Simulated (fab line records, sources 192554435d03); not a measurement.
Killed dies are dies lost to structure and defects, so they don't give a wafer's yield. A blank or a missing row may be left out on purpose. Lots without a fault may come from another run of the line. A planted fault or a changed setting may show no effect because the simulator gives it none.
Split-lot experiment | flow n5_finfet | 7 lots, 39 wafers read, on a route of 1938 steps

THE SPLIT
At N5_STI_FIN_REVEAL_ETCHBACK_08 (etches SiO2 in C4F6/O2, target depth 30.5 nm, time 10.167 s), the setting time_s was moved away from the recipe's 10.167 s on 15 of the 39 wafers read, by -5.5% to +6.4%. The other wafers ran this setting at the recipe's value.

FROM THE SPLIT TO THE READING: what the file shows between them, 3 steps
- N5_STI_FIN_REVEAL_OXIDATION_33: chemistry O2 PLASMA REMOTE, time 20 s (also split here: time_s)
- N5_STI_FIN_REVEAL_CLEAN_19: cleans in O3/DIW, time 120 s
- N5_STI_FIN_REVEAL_SRD_23: time 30 s

THE READING
trench_depth_nm, in nm, at N5_STI_FIN_REVEAL_FIN_H_MEAS_10. Fault-free wafers of this fab line usually give 51.8 nm, standard deviation 0.57 nm.

wafer  | tool, chamber at the split | time_s as run, s | against the recipe | trench_depth_nm, nm | against lot-mates on the recipe
L076.1 | rie_diel-02, 0,2,0         | 10.167           | recipe             | 52.1                | -
L076.2 | rie_diel-02, 0,2,0         | 10.167           | recipe             | 52.2                | -
L076.3 | rie_diel-02, 1,1,2         | 9.858            | -3.0%              | 51.5                | -0.6
L076.4 | rie_diel-02, 1,1,2         | 9.858            | -3.0%              | 51.2                | -0.9
L076.5 | rie_diel-02, 1,1,2         | 9.858            | -3.0%              | 51.7                | -0.4
L076.6 | rie_diel-02, 0,2,0         | 10.167           | recipe             | 51.9                | -
L078.1 | rie_diel-04, 0,1,0         | 9.603            | -5.5%              | 49.7                | -1.3
L078.2 | rie_diel-04, 0,1,0         | 9.603            | -5.5%              | 49.4                | -1.6
L078.3 | rie_diel-04, 3,3,1         | 10.167           | recipe             | 50.7                | -
L078.4 | rie_diel-04, 3,3,1         | 10.167           | recipe             | 50.8                | -
L078.5 | rie_diel-04, 3,3,1         | 10.167           | recipe             | 51.6                | -
L078.6 | rie_diel-04, 0,1,0         | 9.603            | -5.5%              | 50.0                | -1.0
L079.2 | rie_diel-04, 0,1,3         | 10.167           | recipe             | 51.8                | -
L079.4 | rie_diel-04, 0,1,3         | 10.167           | recipe             | 51.7                | -
L079.6 | rie_diel-04, 0,1,3         | 10.167           | recipe             | 52.0                | -
L084.1 | rie_diel-04, 2,3,2         | 9.637            | -5.2%              | 50.0                | -1.4
L084.2 | rie_diel-04, 2,3,2         | 9.637            | -5.2%              | 49.4                | -2.0
L084.3 | rie_diel-04, 0,1,3         | 10.167           | recipe             | 51.1                | -
L084.4 | rie_diel-04, 0,1,3         | 10.167           | recipe             | 51.5                | -
L084.5 | rie_diel-04, 2,3,2         | 9.637            | -5.2%              | 50.5                | -0.9
L084.6 | rie_diel-04, 0,1,3         | 10.167           | recipe             | 51.5                | -
L086.1 | rie_diel-02, 1,3,0,2,2,1   | 10.167           | recipe             | 52.0                | -
L086.2 | rie_diel-02, 1,3,0,2,2,1   | 10.167           | recipe             | 52.2                | -
L086.3 | rie_diel-02, 1,3,0,2,2,1   | 10.167           | recipe             | 50.8                | -
L086.4 | rie_diel-02, 1,3,0,2,2,1   | 10.167           | recipe             | 51.2                | -
L086.5 | rie_diel-02, 1,3,0,2,2,1   | 10.167           | recipe             | 51.2                | -
L086.6 | rie_diel-02, 1,3,0,2,2,1   | 10.167           | recipe             | 51.7                | -
L096.1 | rie_diel-04, 2,1,3         | 10.167           | recipe             | 53.0                | -
L096.2 | rie_diel-04, 2,1,3         | 10.167           | recipe             | 52.7                | -
L096.3 | rie_diel-04, 0,3,2         | 10.49            | +3.2%              | 53.7                | +1.1
L096.4 | rie_diel-04, 0,3,2         | 10.49            | +3.2%              | 53.6                | +1.0
L096.5 | rie_diel-04, 0,3,2         | 10.49            | +3.2%              | 54.1                | +1.5
L096.6 | rie_diel-04, 2,1,3         | 10.167           | recipe             | 52.1                | -
L097.1 | rie_diel-02, 2,3,1         | 10.167           | recipe             | 50.8                | -
L097.2 | rie_diel-02, 2,3,1         | 10.167           | recipe             | 51.4                | -
L097.3 | rie_diel-02, 2,3,1         | 10.167           | recipe             | 51.5                | -
L097.4 | rie_diel-02, 0,2,1         | 10.82            | +6.4%              | 53.0                | +1.8
L097.5 | rie_diel-02, 0,2,1         | 10.82            | +6.4%              | 52.8                | +1.6
L097.6 | rie_diel-02, 0,2,1         | 10.82            | +6.4%              | 53.4                | +2.2
Where a row lists several chambers, the file gives one row for several wafers and doesn't say which wafer went through which chamber.

THE FIT
A straight line over all 39 wafers: trench_depth_nm changes by +0.307 nm for each +1% of time_s; r = +0.82; the points scatter about the line by 0.66 nm.
The same after taking each lot's own level away (the mean of its wafers on the recipe; 39 wafers): +0.273 nm for each +1%; r = +0.92; scatter 0.35 nm.
On that fit, the largest move of time_s shifts the reading by 1.8 nm.
The lots' own levels span 51.03 to 52.60 nm, that is 2.7 times the standard deviation above.
So the lot-to-lot level changes the slope: the two fits differ.
Check: with one of the wafers moved furthest among these (+6.4%) left out of the fit, the line predicts +1.83 nm for it against its lot-mates. It came out at +1.77 nm against them.

OTHER SPLITS ON THESE WAFERS
These wafers also went through other splits before the reading. Each is held against what the fit with the lots' levels taken away leaves over:
other split on the same wafers        | wafers away from the commonest value | r with trench_depth_nm (lot level and that fit taken away)
N5_STI_FIN_REVEAL_OXIDATION_33 time_s | 12                                   | -0.21

THE FILE'S OWN FIT
trench_depth_nm changes by +0.271 nm for each +1% of time_s, r = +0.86.
